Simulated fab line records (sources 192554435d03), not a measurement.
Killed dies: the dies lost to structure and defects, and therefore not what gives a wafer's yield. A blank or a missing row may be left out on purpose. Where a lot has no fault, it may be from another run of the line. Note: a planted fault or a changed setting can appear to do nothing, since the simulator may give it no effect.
fab line records	flow n5Finfet	part 1 of 2: steps 1 to 4 of 6
[record] lots = 21	wafers = 63	lastDay = 18
route steps=1938 shown HKMG_FIN@431 GATE_CUT@467
lots that met no fault: taken from a fault-free run of the same line
startH: hours from the record's opening day to when the first of the lot's shown wafers began	waitH: hours from the lot's prior step to this one	" the same as in the row above	L1.1+2: a single row standing in for several wafers	- either no value or no given start	* or withheld: withheld	< > ~ a bound
route shown NAME@n: a module of which the file shows steps, and the number in the route of the first	usual: mean and standard deviation over wafers with no fault	same: alike in all rows	chamber/n: place in a boat	sites: the reading at each site	_std_site: how widely they spread, as a standard deviation	_edge_site: the outer-site mean with the inner-site mean subtracted	radiusMm: how far each site lies from the wafer's centre	mask NAME#n: copy n	behind: the tool/chamber that last shaped the wafer	hold: why the lot went on hold/how many hours it stayed there/how the hold came to an end	device: the transistor (n, p or np) that didn't switch	end of line: the route-end tests of the same wafers	a step with no rows: only its recipe	killed: the dies lost at the first sort to structure and to defects; this is not the yield of the wafer	map: dies across one wafer; x = killed, . = not, _ = none there
set.NAME: the setting as run; set.NAME@STEP: as run at that earlier step	model.NAME: the simulator's own value behind a step, which no gauge read
steps of the route over a sample of lots; a table a step, a row a wafer
services: from which hour (startH, from the record's first day; less than 0 if before it) a tool's chamber was out of use, for how many hours, and why
[[steps]]
[step N5_HKMG_FIN_OVL_MEAS_13]
[recipe] pointsPerWafer = 44
[usual] NWFM_OVL = 0.5/0.76
lot.wafer	tool	chamber	startH	waitH	NWFM_OVL[nm]
L075.1	overlay-01	0	83.62	0.0	0.9
L075.4	"	0	"	"	1.7
L075.5	"	0	"	"	1.6
L076.1	overlay-01	0	87.13	0.0	0.6
L076.2	"	0	"	"	0.7
L076.4	"	0	"	"	1.7
L078.3	overlay-01	0	97.94	0.0	-0.5
L078.5	"	0	"	"	-0.1
L078.6	"	0	"	"	1.6
L079.2	overlay-02	0	103.22	0.0	-0.9
L079.4	"	0	"	"	-0.7
L079.5	"	0	"	"	-0.3
L080.3	overlay-02	0	115.21	0.0	0.4
L080.5	"	0	"	"	1.4
L080.6	"	0	"	"	0.3
L081.1	overlay-01	0	118.02	0.0	1.4
L081.3	"	0	"	"	0.8
L081.5	"	0	"	"	0.9
L082.1	overlay-02	0	124.92	0.0	-0.7
L082.4	"	0	"	"	0.7
L082.5	"	0	"	"	-1.5
L084.2	overlay-02	0	133.03	0.0	-0.1
L084.3	"	0	"	"	0.3
L084.6	"	0	"	"	-0.2
L083.2	overlay-01	0	134.11	0.0	0.3
L083.5	"	0	"	"	-0.2
L083.6	"	0	"	"	0.4
L085.1	overlay-02	0	143.53	0.0	0.5
L085.5	"	0	"	"	0.5
L085.6	"	0	"	"	1.9
L086.1	overlay-01	0	148.49	0.0	0.4
L086.2	"	0	"	"	0.5
L086.3	"	0	"	"	-0.1
L088.2	overlay-02	0	162.64	0.0	-0.2
L088.3	"	0	"	"	1.7
L088.5	"	0	"	"	0.6
L089.1	overlay-01	0	164.63	0.0	0.3
L089.2	"	0	"	"	0.0
L089.5	"	0	"	"	0.1
L090.3	overlay-02	0	170.02	0.0	-0.4
L090.5	"	0	"	"	0.0
L090.6	"	0	"	"	-0.8
L091.2	overlay-02	0	176.14	0.0	-1.0
L091.4	"	0	"	"	-0.1
L091.5	"	0	"	"	1.5
L092.2	overlay-01	0	182.62	0.0	0.7
L092.3	"	0	"	"	2.1
L092.5	"	0	"	"	1.8
L093.1	overlay-01	0	192.87	0.0	1.8
L093.3	"	0	"	"	0.9
L093.6	"	0	"	"	0.5
L094.2	overlay-02	0	200.77	0.0	0.9
L094.3	"	0	"	"	1.2
L094.5	"	0	"	"	1.4
L095.3	overlay-02	0	202.06	0.0	-0.2
L095.4	"	0	"	"	0.2
L095.5	"	0	"	"	0.4
L096.3	overlay-02	0	218.41	0.0	0.8
L096.4	"	0	"	"	-1.0
L096.5	"	0	"	"	0.4
L097.1	overlay-01	0	220.71	0.0	0.6
L097.2	"	0	"	"	2.1
L097.3	"	0	"	"	0.5
[step N5_HKMG_FIN_ETCH_67]
[recipe] chemistry = N2/H2	target = SOC	targetDepthA = 3889	stopOn = TiN	ionEnergyEv = 100	biasW = 61	pressureMtorr = 30	sourceW = 850	n2FlowSccm = 200	h2FlowSccm = 200
[usual] drypumpMotorCurrentA = 5.9/0.32	oesProductAu = 0.79/0.096	rfVppV = 240.2/1.1	showerheadPlenumPTorr = 2.50/0.057	throttleValvePct = 17.87/0.28
lot.wafer	tool	chamber	startH	waitH	drypumpMotorCurrentA	oesProductAu	rfHoursCounterH	rfVppV	showerheadPlenumPTorr	throttleValvePct
L075.1	rieDiel-06	3	86.07	-	6.2	0.78	135	238.6	2.45	17.83
L075.4	"	2	"	"	5.9	0.69	236	238.8	2.50	17.63
L075.5	"	0	"	"	5.8	0.67	-	239.7	2.50	18.09
L076.1	rieDiel-06	3	89.70	-	6.2	0.78	136	240.5	2.45	17.83
L076.2	"	1	"	"	6.0	0.76	134	240.0	2.56	18.15
L076.4	"	0	"	"	5.9	0.67	246	239.1	2.50	18.09
L078.3	rieDiel-06	0	100.66	-	5.8	0.67	249	239.8	2.50	18.08
L078.5	"	1	"	"	6.0	0.76	-	240.3	2.56	18.13
L078.6	"	0	"	"	5.8	0.66	-	239.5	2.50	18.10
L079.2	rieDiel-05	3	105.67	-	5.7	0.72	192	240.5	2.52	17.83
L079.4	"	1	"	"	5.1	0.67	248	239.9	2.51	18.05
L079.5	"	3	"	"	5.7	0.73	-	240.6	2.52	17.81
L080.3	rieDiel-02	3	117.67	-	6.1	0.73	177	239.6	2.43	18.29
L080.5	"	0	"	"	5.9	0.71	-	238.8	2.42	17.98
L080.6	"	3	"	"	6.2	0.72	-	240.2	2.43	18.29
L081.1	rieDiel-02	0	120.47	-	5.9	0.71	193	239.1	2.41	18.00
L081.3	"	3	"	"	6.1	0.72	178	239.3	2.43	18.30
L081.5	"	1	"	"	5.0	0.74	-	240.1	2.44	17.80
L082.1	rieDiel-06	1	127.62	-	6.0	0.76	148	240.7	2.55	18.16
L082.4	"	3	"	"	6.2	0.76	-	240.7	2.44	17.87
L082.5	"	1	"	"	6.0	0.75	-	241.1	2.55	18.15
L084.2	rieDiel-05	1	135.48	-	5.1	0.99	3	239.8	2.51	17.65
L084.3	"	2	"	"	6.3	0.67	243	243.8	2.61	18.14
L084.6	"	1	"	"	5.1	0.99	-	240.5	2.51	17.65
L083.2	rieDiel-06	3	136.62	-	6.2	0.76	154	239.2	2.44	17.86
L083.5	"	3	"	"	6.2	0.76	-	239.0	2.44	17.86
L083.6	"	1	"	"	5.9	0.75	-	240.2	2.55	18.19
L085.1	rieDiel-06	1	146.00	-	6.0	0.74	156	242.4	2.55	18.16
L085.5	"	3	"	"	6.2	0.76	-	238.7	2.44	17.88
L085.6	"	0	"	"	5.8	0.96	-	241.4	2.50	17.62
L086.1	rieDiel-05	2	151.35	-	6.2	0.67	249	242.2	2.60	18.13
L086.2	"	3	"	"	5.8	0.71	208	239.6	2.51	17.84
L086.3	"	1	"	"	5.1	0.96	9	239.4	2.51	17.66
L088.2	rieDiel-06	2	165.37	-	5.9	0.96	7	241.5	2.49	17.27
L088.3	"	0	"	"	5.8	0.94	15	239.0	2.49	17.64
L088.5	"	1	"	"	6.0	0.74	-	240.7	2.55	18.19
L089.1	rieDiel-06	0	167.68	-	5.8	0.94	17	238.9	2.49	17.65
L089.2	"	1	"	"	6.0	0.73	166	240.6	2.55	18.18
L089.5	"	1	"	"	6.0	0.74	-	240.4	2.55	18.19
L090.3	rieDiel-06	1	172.57	-	6.0	0.73	168	241.3	2.55	18.20
L090.5	"	2	"	"	5.9	0.94	-	239.9	2.49	17.26
L090.6	"	1	"	"	5.9	0.73	-	241.0	2.55	18.19
L091.2	rieDiel-02	0	178.68	-	5.9	0.70	213	238.8	2.41	18.03
L091.4	"	3	"	"	6.1	0.71	195	238.5	2.43	18.34
L091.5	"	2	"	"	6.2	0.74	-	241.1	2.63	18.23
L092.2	rieDiel-06	1	185.07	-	6.0	0.73	172	241.6	2.54	18.21
L092.3	"	2	"	"	5.9	0.94	15	240.7	2.48	17.27
L092.5	"	1	"	"	6.0	0.73	-	239.1	2.54	18.20
L093.1	rieDiel-06	0	195.54	-	5.8	0.91	28	240.4	2.49	17.67
L093.3	"	1	"	"	6.0	0.73	176	241.5	2.54	18.19
L093.6	"	0	"	"	5.8	0.91	-	240.6	2.49	17.68
L094.2	rieDiel-05	1	203.32	-	5.1	0.91	30	239.7	2.50	17.69
L094.3	"	2	"	"	6.2	0.91	13	240.8	2.60	17.73
L094.5	"	2	"	"	6.2	0.91	-	239.6	2.60	17.75
L095.3	rieDiel-06	1	204.50	-	6.0	0.73	178	241.9	2.54	18.20
L095.4	"	2	"	"	5.9	0.93	21	240.2	2.48	17.28
L095.5	"	3	"	"	6.2	0.75	-	239.6	2.43	17.90
L096.3	rieDiel-05	0	220.89	-	5.6	0.82	75	239.3	2.47	17.69
L096.4	"	3	"	"	5.8	0.70	233	241.2	2.50	17.90
L096.5	"	3	"	"	5.7	0.70	-	239.3	2.50	17.90
L097.1	rieDiel-06	1	223.18	-	6.0	0.72	185	241.6	2.54	18.23
L097.2	"	2	"	"	5.9	0.91	28	239.4	2.48	17.29
L097.3	"	3	"	"	6.2	0.74	177	239.5	2.43	17.91
[step N5_HKMG_FIN_CMP_23]
[recipe] stopOn = SiNx	tOverpolishS = 10	postCmpClean = rinseOnly	downForcePsi = 4	platenRpm = 50.289	padVelocityMS = 1.0006	targetThkNm = 46.326
[usual] edgeZonePressureFrac = 1.000/0.0045	motorCurrentA = 12.1/1.2	overpolishRunS = 9.999/0.0093	retainingRingPressureFrac = 1.000/0.0054	timeToEndpointS = 11.2/1.7
[same] tOverpolishS = 10
lot.wafer	tool	chamber	startH	waitH	edgeZonePressureFrac	motorCurrentA	overpolishRunS	retainingRingPressureFrac	timeToEndpointS
L075.1	cmp-04	3	87.44	0.0	1.011	12.4	9.999	0.997	12.5
L075.4	"	2	"	"	1.005	11.9	10.009	0.997	10.9
L075.5	"	3	"	"	1.009	13.0	9.992	1.005	13.1
L076.4	cmp-02	2	91.01	0.0	1.005	11.3	9.997	0.998	11.3
L076.1	"	3	"	"	1.010	10.7	9.978	1.000	12.4
L076.2	"	1	"	"	1.005	14.4	10.005	1.003	10.5
L078.3	cmp-02	3	102.18	0.3	1.003	10.3	10.007	1.001	10.6
L078.6	"	0	"	"	1.004	12.0	9.981	0.997	14.3
L078.5	"	1	"	"	0.999	14.8	9.996	0.996	10.5
L079.4	cmp-04	0	107.00	0.0	1.006	11.8	9.988	1.008	9.3
L079.2	"	2	"	"	0.999	11.8	9.993	1.003	11.3
L079.5	"	0	"	"	1.001	12.3	9.986	1.004	9.6
L080.3	cmp-04	0	119.18	0.3	0.993	11.8	9.998	1.008	11.5
L080.5	"	1	"	"	1.002	12.4	10.000	0.993	11.7
L080.6	"	2	"	"	0.996	12.0	9.999	0.993	10.7
L081.1	cmp-03	0	121.75	0.0	1.002	11.9	10.004	1.000	9.9
L081.3	"	3	"	"	1.003	12.8	10.006	1.003	14.8
L081.5	"	0	"	"	1.000	11.8	10.003	1.004	11.1
L082.1	cmp-02	0	128.92	0.0	0.999	11.4	10.012	0.998	11.0
L082.4	"	3	"	"	0.999	10.6	9.998	0.995	10.4
L082.5	"	0	"	"	1.010	11.8	9.989	0.992	12.5
L084.2	cmp-04	2	136.84	0.1	1.002	12.1	9.995	0.996	9.9
L084.3	"	3	"	"	0.996	12.3	9.998	1.002	11.5
L084.6	"	2	"	"	1.000	11.1	9.996	0.997	12.1
L083.2	cmp-04	3	137.97	0.0	1.002	12.3	9.997	0.992	11.5
L083.6	"	3	"	"	0.997	12.6	9.998	0.996	10.6
L083.5	"	0	"	"	0.997	11.8	9.989	1.002	8.0
L085.1	cmp-04	0	147.53	0.3	0.999	12.1	9.988	0.995	10.8
L085.6	"	1	"	"	1.001	12.5	10.001	0.998	11.2
L085.5	"	2	"	"	0.994	11.6	9.990	0.999	10.5
L086.2	cmp-02	0	152.63	0.0	0.997	12.0	10.018	1.004	9.8
L086.3	"	1	"	"	0.998	14.1	10.005	1.014	8.8
L086.1	"	3	"	"	1.009	11.0	10.000	1.000	11.6
L088.2	cmp-03	3	166.88	0.1	0.995	13.3	10.003	0.996	13.9
L088.3	"	1	"	"	1.003	10.9	9.984	0.999	14.2
L088.5	"	3	"	"	0.992	13.2	10.003	0.999	15.4
L089.2	cmp-04	1	169.13	0.2	1.002	12.1	9.990	0.995	11.9
L089.1	"	2	"	"	0.997	11.8	9.993	1.001	9.4
L089.5	"	0	"	"	1.002	12.0	9.996	1.006	8.3
L090.3	cmp-03	1	173.99	0.1	1.004	10.6	9.996	0.990	13.6
L090.5	"	1	"	"	1.001	10.4	10.028	0.997	13.1
L090.6	"	2	"	"	0.996	12.7	10.009	0.995	13.4
L091.4	cmp-02	2	179.95	0.0	1.003	10.7	10.005	0.998	11.2
L091.2	"	3	"	"	1.003	10.3	9.995	1.002	11.0
L091.5	"	3	"	"	1.006	10.3	9.988	1.007	13.3
L092.2	cmp-04	2	186.43	0.1	0.986	11.6	10.009	1.000	12.1
L092.3	"	0	"	"	1.002	12.3	10.002	1.001	8.9
L092.5	"	2	"	"	0.995	11.4	9.991	1.007	12.4
L093.1	cmp-03	1	196.83	0.0	0.993	10.6	10.000	0.997	13.6
L093.3	"	2	"	"	1.001	12.1	10.006	0.992	9.0
L093.6	"	1	"	"	0.999	10.7	9.995	0.996	11.0
L094.3	cmp-03	1	204.67	0.1	1.005	11.3	10.002	1.002	10.6
L094.2	"	3	"	"	0.997	13.1	9.999	0.992	11.6
L094.5	"	0	"	"	1.005	11.9	10.003	0.994	9.5
L095.3	cmp-02	0	205.78	0.0	0.998	11.9	9.983	1.006	12.4
L095.4	"	2	"	"	0.996	10.8	10.017	0.997	10.1
L095.5	"	1	"	"	0.998	14.8	10.000	0.993	9.8
L096.4	cmp-02	1	222.25	0.1	1.004	15.4	9.999	0.994	8.2
L096.3	"	3	"	"	1.002	10.5	9.995	1.004	10.7
L096.5	"	0	"	"	1.003	12.0	10.007	0.987	10.5
L097.1	cmp-02	1	224.54	0.1	1.003	14.2	10.000	1.000	12.0
L097.3	"	2	"	"	1.002	10.7	10.008	1.001	14.0
L097.2	"	3	"	"	1.001	10.4	9.990	0.995	13.2
[step N5_GATE_CUT_ETCHBACK_30]
[recipe] chemistry = Cl2/Ar	target = TiN	targetDepthA = 30	mode = isotropic	pressureMtorr = 10	icpW = 600	biasW = 60	Cl2_flow_sccm = 40	Ar_flow_sccm = 60
[usual] drypumpMotorCurrentA = 5.6/0.41	oesProductAu = 0.82/0.091	throttleValvePct = 20.75/0.22
lot.wafer	tool	chamber	startH	waitH	drypumpMotorCurrentA	oesProductAu	rfHoursCounterH	throttleValvePct
L075.1	rieMetal-03	1	88.40	0.1	5.9	0.80	33	20.73
L075.4	"	1	"	"	5.9	0.80	-	20.74
L075.5	"	0	"	"	5.3	0.94	-	20.33
L076.1	rieMetal-03	1	91.96	0.1	5.9	0.80	33	20.75
L076.2	"	0	"	"	5.3	0.92	4	20.34
L076.4	"	0	"	"	5.3	0.92	-	20.35
L078.3	rieMetal-02	0	102.90	0.0	4.9	0.67	-	20.86
L078.5	"	1	"	"	6.0	0.91	-	20.90
L078.6	"	0	"	"	5.0	0.67	-	20.89
L079.2	rieMetal-03	1	107.96	0.1	5.9	0.79	34	20.74
L079.4	"	0	"	"	5.3	0.92	-	20.34
L079.5	"	1	"	"	5.9	0.80	-	20.76
L080.3	rieMetal-02	0	119.91	0.0	4.9	0.66	-	20.89
L080.5	"	0	"	"	4.9	0.66	-	20.88
L080.6	"	1	"	"	6.0	0.92	-	20.91
L081.1	rieMetal-03	0	122.71	0.1	5.4	0.90	5	20.36
L081.3	"	0	"	"	5.3	0.90	-	20.36
L081.5	"	1	"	"	5.9	0.80	-	20.74
L082.1	rieMetal-02	0	129.88	0.1	5.0	0.66	94	20.89
L082.4	"	0	"	"	5.0	0.66	-	20.88
L082.5	"	0	"	"	5.0	0.66	-	20.88
L084.2	rieMetal-01	0	137.71	0.1	5.3	0.93	7	20.62
L084.3	"	0	"	"	5.3	0.92	-	20.62
L084.6	"	1	"	"	6.1	0.80	-	20.97
L083.2	rieMetal-01	1	138.92	0.1	6.1	0.78	37	20.99
L083.5	"	1	"	"	6.1	0.78	-	20.99
L083.6	"	0	"	"	5.3	0.91	-	20.62
L085.1	rieMetal-02	0	148.24	0.1	5.0	0.65	95	20.87
L085.5	"	1	"	"	6.0	0.90	-	20.92
L085.6	"	0	"	"	4.9	0.66	-	20.90
L086.1	rieMetal-01	1	153.58	0.1	6.1	0.79	39	20.98
L086.2	"	0	"	"	5.3	0.91	8	20.65
L086.3	"	1	"	"	6.1	0.79	-	20.99
L088.2	rieMetal-02	1	167.76	0.1	6.0	0.89	12	20.92
L088.3	"	1	"	"	6.0	0.90	-	20.91
L088.5	"	1	"	"	6.0	0.89	-	20.93
L089.1	rieMetal-03	1	169.92	0.1	5.9	0.78	39	20.74
L089.2	"	0	"	"	5.3	0.87	10	20.36
L089.5	"	0	"	"	5.3	0.87	-	20.38
L090.3	rieMetal-01	1	175.17	0.1	6.1	0.78	-	20.99
L090.5	"	1	"	"	6.1	0.78	-	20.98
L090.6	"	1	"	"	6.1	0.79	-	20.97
L091.2	rieMetal-02	1	180.91	0.1	6.0	0.88	13	20.92
L091.4	"	1	"	"	6.0	0.89	-	20.93
L091.5	"	1	"	"	6.0	0.89	-	20.94
L092.2	rieMetal-03	1	187.30	0.1	5.9	0.78	41	20.75
L092.3	"	0	"	"	5.3	0.86	-	20.38
L092.5	"	0	"	"	5.3	0.88	-	20.37
L093.1	rieMetal-02	1	197.78	0.1	6.0	0.86	15	20.94
L093.3	"	1	"	"	6.0	0.87	-	20.93
L093.6	"	1	"	"	6.0	0.87	-	20.93
L094.2	rieMetal-01	0	205.55	0.1	5.3	0.88	11	20.66
L094.3	"	1	"	"	6.1	0.78	-	21.01
L094.5	"	1	"	"	6.1	0.77	-	20.99
L095.3	rieMetal-03	0	206.74	0.0	5.3	0.85	-	20.39
L095.4	"	1	"	"	5.9	0.77	-	20.75
L095.5	"	1	"	"	5.9	0.77	-	20.78
L096.3	rieMetal-03	0	223.13	0.0	5.3	0.85	-	20.39
L096.4	"	1	"	"	5.9	0.76	-	20.78
L096.5	"	0	"	"	5.3	0.84	-	20.38
L097.1	rieMetal-03	0	225.42	0.1	5.3	0.86	15	20.39
L097.2	"	1	"	"	5.9	0.77	44	20.78
L097.3	"	1	"	"	5.9	0.76	-	20.78
